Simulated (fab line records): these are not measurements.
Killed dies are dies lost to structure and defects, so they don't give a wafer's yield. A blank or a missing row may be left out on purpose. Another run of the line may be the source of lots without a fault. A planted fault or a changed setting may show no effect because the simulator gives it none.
fab line records    flow n5Finfet
record: lots: 6  wafers: 16  lastDay: 17
route steps=1938 shown PASSIVATION@1917
lots that met no fault: from a run of the same line without faults
startH: hours from the record's opening day to when the first of the lot's shown wafers began    waitH: hours from the lot's prior step to this one    " same as the row above    L1.1+2: a single row standing in for several wafers    - no value present, or no start provided    * or withheld: withheld    < > ~ a bound
route shown NAME@n: NAME is a module with steps in the file, n the number in the route of the first one    usual: average and standard deviation across the fault-free wafers    same: alike in all rows    chamber/n: place in a boat    sites: readings site by site    _std_site: standard deviation across them    _edge_site: outer sites' mean less inner sites'    radiusMm: how far each site lies from the wafer's centre    mask NAME#n: copy n    behind: the most recent tool/chamber to have shaped the wafer    hold: why the lot went on hold/how many hours it stayed there/how the hold came to an end    device: whichever transistor did not switch (one of n, p or np)    end of line: the route-end tests of the same wafers    a step without rows: its recipe alone    killed: dies lost to structure and defects at the first sort, not the wafer's yield    map: a wafer's dies, x killed, . not, _ none there
set.NAME: setting as actually run; set.NAME@STEP: the setting as run at that earlier step    model.NAME: the simulator's own value behind a step, which no gauge read
a table for each step, a row for each wafer; lots at some steps of the route
services: a tool's chamber out of use, with start hour (startH, from the record's first day; less than 0 if before it), hours out, and reason
== steps ==
step: N5_PASSIVATION_HMDS_37
recipe: timeS: 60  tempC: 120
step: N5_PASSIVATION_COAT_38
recipe: spinRpm: 3000  resistThkNm: withheld
step: N5_PASSIVATION_EBR_40
recipe: solvent: PGMEA  ebrWidthMm: 1.5
step: N5_PASSIVATION_SOFTBAKE_39
recipe: tempC: 110  timeS: 120
step: N5_PASSIVATION_EXPOSE_41
recipe: maskId: PASS_OPEN  na: 0.55  defocusNm: 0  sourceShape: conventional  sigmaOuter: 0.8  polarization: unpolarized  targetCdNm: 40000  doseMj: 57.25
step: N5_PASSIVATION_PEB_42
recipe: pebTempC: withheld  pebTimeS: *
step: N5_PASSIVATION_DEVELOP_43
recipe: developTimeS: 60  rinseLiquid: diw  dry: airSpin  devTempC: 21
step: N5_PASSIVATION_HARDBAKE_45
recipe: tempC: 130  timeS: 120
step: N5_PASSIVATION_CD_MEAS_44
recipe: targetCdNm: 40000  landingEnergyEv: 500  detector: seInlens
usual: cdNm: 40002/4.9
lot.wafer  tool      chamber  startH  waitH  cdNm
L890.1     cdSem-03  0        296.21  -      39998
L890.5     "         0        "       "      40003
L890.6     "         0        "       "      40000
L891.1     cdSem-01  0        308.32  -      39997
L891.5     "         0        "       "      40014
L891.6     "         0        "       "      40006
L899.3     cdSem-03  0        353.51  -      40001
L899.4     "         0        "       "      40001
L899.6     "         0        "       "      40009
L900.1     cdSem-02  0        383.26  -      40005
L900.3     "         0        "       "      40004
L902.2     cdSem-01  0        383.57  -      40004
L902.4     "         0        "       "      40001
L902.5     "         0        "       "      40006
L906.1     cdSem-03  0        399.21  -      39997
L906.2     "         0        "       "      40001
step: N5_PASSIVATION_OVL_MEAS_66
recipe: pointsPerWafer: 44
usual: PASS_OPEN_OVL: 2/5.1
lot.wafer  tool        chamber  startH  waitH  PASS_OPEN_OVL[nm]
L890.1     overlay-02  0        296.24  0.0    2
L890.5     "           0        "       "      -4
L890.6     "           0        "       "      -2
L891.1     overlay-01  0        308.35  0.0    1
L891.5     "           0        "       "      8
L891.6     "           0        "       "      0
L899.3     overlay-01  0        353.54  0.0    7
L899.4     "           0        "       "      4
L899.6     "           0        "       "      11
L900.1     overlay-02  0        383.29  0.0    2
L900.3     "           0        "       "      8
L902.2     overlay-02  0        383.60  0.0    6
L902.4     "           0        "       "      3
L902.5     "           0        "       "      -3
L906.1     overlay-02  0        399.24  0.0    -6
L906.2     "           0        "       "      3
step: N5_PASSIVATION_INSPECT_67
recipe: mode: adi  inspectInstrument: macro
usual: rawDefectCount: 2.2/1.5
lot.wafer  tool              chamber  startH  waitH  rawDefectCount
L890.1     defectInspect-02  -        296.26  0.0    2
L890.5     "                 -        "       "      2
L890.6     "                 -        "       "      0
L891.1     defectInspect-02  -        308.37  0.0    3
L891.5     "                 -        "       "      3
L891.6     "                 -        "       "      4
L899.3     defectInspect-02  -        353.56  0.0    4
L899.4     "                 -        "       "      3
L899.6     "                 -        "       "      4
L900.1     defectInspect-01  -        383.31  0.0    3
L900.3     "                 -        "       "      0
L902.2     defectInspect-02  -        383.62  0.0    0
L902.4     "                 -        "       "      1
L902.5     "                 -        "       "      2
L906.1     defectInspect-02  -        399.26  0.0    1
L906.2     "                 -        "       "      0
step: N5_PASSIVATION_DESCUM_46
recipe: chemistry: O2  timeS: 7.9  sourcePowerW: 50  biasPowerW: 20  pressureMtorr: 20  rfFrequencyHz: 2.712e+07  tempC: 40  o2FlowSccm: 225
usual: drypumpMotorCurrentA: 5.6/0.45  o2FlowSccm: 224.9/0.7  oesProductAu: 0.78/0.068  rfVppV: 243.0/1.1  showerheadPlenumPTorr: 2.08/0.06  tempC: 40.00/0.11  throttleValvePct: 20.23/0.22
same: timeS: 7.9
lot.wafer  tool        chamber  startH  waitH  drypumpMotorCurrentA  o2FlowSccm  oesProductAu  rfHoursCounterH  rfVppV  showerheadPlenumPTorr  tempC  throttleValvePct
L890.1     rieDiel-02  2        296.30  0.0    6.2                   224.9       0.81          61               242.0   2.04                   40.09  19.97
L890.5     "           0        "       "      6.2                   224.7       0.86          -                243.0   2.00                   39.84  20.38
L890.6     "           1        "       "      5.4                   223.9       0.76          -                243.3   2.02                   40.01  20.01
L891.1     rieDiel-02  2        308.41  0.0    6.2                   224.8       0.80          66               243.8   2.04                   39.89  19.99
L891.5     "           1        "       "      5.4                   224.7       0.75          -                243.5   2.02                   40.01  20.02
L891.6     "           2        "       "      6.2                   224.1       0.80          -                240.8   2.04                   40.00  19.99
L899.3     rieDiel-01  0        353.59  0.0    5.6                   225.2       0.68          241              243.3   2.14                   40.01  20.35
L899.4     "           1        "       "      5.5                   224.8       0.81          68               243.7   2.14                   40.05  20.06
L899.6     "           1        "       "      5.5                   225.5       0.81          -                243.8   2.14                   40.02  20.07
L900.1     rieDiel-02  0        383.35  0.0    6.2                   224.7       0.82          90               242.6   1.99                   39.91  20.44
L900.3     "           1        "       "      5.4                   225.1       0.74          147              242.0   2.01                   40.06  20.06
L902.2     rieDiel-04  1        383.66  0.0    5.2                   225.7       0.80          86               246.0   2.21                   39.93  20.29
L902.4     "           3        "       "      5.6                   225.1       0.87          48               242.9   2.13                   39.98  20.40
L902.5     "           0        "       "      5.9                   224.4       0.82          -                242.6   2.03                   40.09  20.49
L906.1     rieDiel-02  3        399.45  0.2    6.1                   224.7       0.95          9                241.3   2.05                   39.92  20.36
L906.2     "           0        "       "      6.2                   224.9       0.80          96               242.7   1.99                   39.83  20.44
step: N5_PASSIVATION_PASS_ETCH_47
recipe: chemistry: CF4/O2  target: SiNx  targetDepthA: 7700  timeS: 385  ionEnergyEv: 100  pressureMtorr: 40  sourceW: 535  biasW: 49  Ar_flow_sccm: 100  cf4FlowSccm: 100  O2_flow_sccm: 10
usual: drypumpMotorCurrentA: 5.6/0.45  oes_f_703_au: 0.78/0.072  oesProductAu: 0.79/0.066  rfFwdPowerW: 534.1/1.6  rfVppV: 244/8.2  showerheadPlenumPTorr: 2.20/0.057  throttleValvePct: 15.73/0.24
same: timeS: 385
lot.wafer  tool        chamber  startH  waitH  drypumpMotorCurrentA  oes_f_703_au  oesProductAu  rfFwdPowerW  rfHoursCounterH  rfVppV  showerheadPlenumPTorr  throttleValvePct  model.etch.depthNm
L890.1     rieDiel-02  2        296.33  0.0    6.1                   0.99          0.86          662.5        61               229     2.16                   15.47             873.5
L890.5     "           0        "       "      6.2                   1.10          0.89          662.3        -                216     2.14                   16.05             981.7
L890.6     "           1        "       "      5.4                   1.00          0.80          661.0        -                215     2.12                   15.45             924.7
L891.1     rieDiel-02  2        308.44  0.0    6.2                   0.98          0.85          662.0        66               229     2.16                   15.48             876.3
L891.5     "           1        "       "      5.4                   0.99          0.80          661.5        -                216     2.12                   15.46             922.5
L891.6     "           2        "       "      6.2                   0.98          0.85          659.9        -                228     2.16                   15.47             870.4
L899.3     rieDiel-01  0        353.63  0.0    5.6                   0.66          0.68          536.0        241              253     2.27                   15.98             749.6
L899.4     "           1        "       "      5.5                   0.78          0.81          535.9        68               258     2.23                   15.44             743.5
L899.6     "           1        "       "      5.5                   0.78          0.81          533.9        -                257     2.23                   15.43             735.8
L900.1     rieDiel-02  0        383.38  0.0    6.2                   0.82          0.81          532.1        90               242     2.13                   16.10             803
L900.3     "           1        "       "      5.4                   0.75          0.75          534.6        147              242     2.11                   15.52             762.5
L902.2     rieDiel-04  1        383.69  0.0    5.1                   0.84          0.82          535.5        86               236     2.33                   15.77             766.5
L902.4     "           3        "       "      5.6                   0.92          0.88          535.1        48               232     2.25                   15.79             836
L902.5     "           0        "       "      5.9                   0.79          0.82          532.0        -                247     2.15                   15.94             757.4
L906.1     rieDiel-02  3        399.49  0.0    6.1                   0.90          0.93          536.4        9                243     2.16                   15.72             734.7
L906.2     "           0        "       "      6.2                   0.81          0.80          532.7        96               241     2.13                   16.11             804.3
step: N5_PASSIVATION_ETCH_54
recipe: chemistry: CHF3/O2  target: SiO2  targetDepthA: 8800  CHF3_flow_sccm: 50  O2_flow_sccm: 5  Ar_flow_sccm: 200  timeS: 440  maskMaterial: PR  pressureMtorr: 30  sourceW: 650  biasW: 170  ionEnergyEv: 200
usual: drypumpMotorCurrentA: 5.6/0.45  oes_f_703_au: 0.78/0.073  oesProductAu: 0.79/0.066  rfFwdPowerW: 648.9/1.9  rfVppV: 531/17  showerheadPlenumPTorr: 2.40/0.069  throttleValvePct: 18.66/0.25
same: timeS: 440
lot.wafer  tool        chamber  startH  waitH  drypumpMotorCurrentA  oes_f_703_au  oesProductAu  rfFwdPowerW  rfHoursCounterH  rfVppV  showerheadPlenumPTorr  throttleValvePct
L890.1     rieDiel-02  2        296.56  0.1    6.1                   0.78          0.82          648.0        61               552     2.35                   18.34
L890.5     "           0        "       "      6.2                   0.87          0.85          645.8        -                524     2.33                   18.89
L890.6     "           1        "       "      5.3                   0.78          0.77          650.1        -                526     2.31                   18.30
L891.1     rieDiel-02  2        308.67  0.1    6.2                   0.78          0.82          648.5        66               552     2.35                   18.34
L891.5     "           1        "       "      5.4                   0.78          0.76          651.3        -                525     2.31                   18.29
L891.6     "           2        "       "      6.2                   0.78          0.82          653.2        -                551     2.35                   18.36
L899.3     rieDiel-01  0        353.86  0.1    5.7                   0.67          0.68          652.6        241              552     2.48                   18.84
L899.4     "           1        "       "      5.6                   0.78          0.82          646.4        68               559     2.45                   18.38
L899.6     "           1        "       "      5.5                   0.78          0.82          645.1        -                561     2.45                   18.39
L900.1     rieDiel-02  0        383.61  0.1    6.2                   0.82          0.81          648.4        90               523     2.32                   18.94
L900.3     "           1        "       "      5.4                   0.75          0.75          649.0        147              525     2.30                   18.32
L902.2     rieDiel-04  1        383.92  0.1    5.2                   0.84          0.82          649.8        87               518     2.54                   18.70
L902.4     "           3        "       "      5.6                   0.92          0.88          648.6        48               507     2.47                   18.84
L902.5     "           0        "       "      5.8                   0.79          0.81          649.8        -                535     2.33                   18.82
L906.1     rieDiel-02  3        399.72  0.1    6.1                   0.90          0.94          651.1        9                526     2.38                   18.78
L906.2     "           0        "       "      6.2                   0.82          0.81          651.2        96               523     2.31                   18.97
step: N5_PASSIVATION_PROBE_49
usual: defectLimitedYield: 91.5/1.5  killed_at_M0_to_M3: 32/10  killed_at_M4_up: 13/4.9  killedAtContacts: 13/6.1  killedAtFrontEnd: 38/11  killedAtOther: 3/3.2  killedDies: 101/18  killedOnRim: 13/4.4  killedOpen: 66/13  killedShort: 32/8.3  sort_bin_5_function: 5.0/1  sort_bin_6_memory: 3.2/0.74  sort_bin_8_speed: 0.1/1.1  sortNPass: 1078/22  sortYieldPct: 91.3/1.9
same: grossDies: 1180  killedAtBackSide: 0  sort_bin_4_leakage[%]: 0
lot.wafer  tool       chamber  startH  waitH  defectLimitedYield[%]  killed_at_M0_to_M3  killed_at_M4_up  killedAtContacts  killedAtFrontEnd  killedAtOther  killedDies  killedOnRim  killedOpen  killedShort  sort_bin_5_function[%]  sort_bin_6_memory[%]  sort_bin_8_speed[%]  sortNPass  sortYieldPct[%]
L900.1     prober-01  -        386.40  0.0    92.7                   30                  18               8                 28                2              86          13           59          24           4.8                     2.2                   0                    1094       92.7
L900.3     prober-01  -        386.50  0.1    92.0                   28                  20               13                33                0              94          11           62          31           4.8                     2.8                   0                    1086       92.0
killed by level:class
L900.1 FIN_SAQP:geometricParticle:open=8 BEOL_M0_SAQP:geometricParticle:short=7 STI_FIN_REVEAL:geometricParticle:open=7 MOL_CONTACT_COAG:geometricParticle:open=7 BEOL_M1:geometricParticle:open=7 BEOL_M5:geometricParticle:open=6 BEOL_M0_SAQP:geometricParticle:open=5 BEOL_M3:geometricParticle:open=4
L900.3 BEOL_M4:geometricParticle:open=13 MOL_CONTACT_COAG:geometricParticle:open=7 MOL_CONTACT_COAG:geometricParticle:short=6 STARTING-WAFER:geometricParticle:open=6 STI_FIN_REVEAL:geometricParticle:open=5 BEOL_M0:geometricParticle:open=5 BEOL_M2:geometricParticle:open=5 BEOL_M3:geometricParticle:open=5
== services ==
tool        chamber  startH  hours  kind
rieDiel-04  3        277.80  22.7   repair
rieDiel-04  -        278.13  2.0    repair
rieDiel-04  3        321.91  5.7    repair
rieDiel-01  1        325.21  10.6   repair
rieDiel-02  3        333.97  -      clean
rieDiel-02  3        333.97  -      consumableReplace:focusRing
rieDiel-02  3        333.97  38.0   scheduledDown
rieDiel-02  3        333.97  38.0   ventCycle
rieDiel-04  1        338.19  8.8    repair
rieDiel-02  1        353.41  5.8    repair
rieDiel-01  -        372.40  2.8    pm
rieDiel-01  -        389.62  0.6    repair
rieDiel-04  1        389.83  7.0    repair
rieDiel-01  0        394.29  2.7    repair
rieDiel-02  -        395.15  2.5    repair
rieDiel-01  0        397.01  -      clean
rieDiel-01  0        397.01  -      consumableReplace:focusRing
rieDiel-01  0        397.01  18.4   scheduledDown
rieDiel-01  0        397.01  18.4   ventCycle
== key ==
firstSign: step: N5_PASSIVATION_PASS_ETCH_47  reading: rfFwdPowerW  direction: up  sigmas: 79  usual: *  struck: *
effect: step: N5_PASSIVATION_PASS_ETCH_47  reading: oes_f_703_au  direction: up  sigmas: 3.2  usual: 0.78  struck: 1.01
modelEffect: step: N5_PASSIVATION_PASS_ETCH_47  value: etch.depthNm  without: 753  struck: 908.2
metAt N5_PASSIVATION_PASS_ETCH_47
struckWafers L890.1,L890.5,L890.6,L891.1,L891.5,L891.6
fault: kind: processParameterDrift  tool: rieDiel-02  chamber: -  onsetH: 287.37  steps: N5_PASSIVATION_PASS_ETCH_47  channel: sourceW  offset: 128.4  shape: step  endH: 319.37  actsIn: theseRecipesOnly  stated: 535
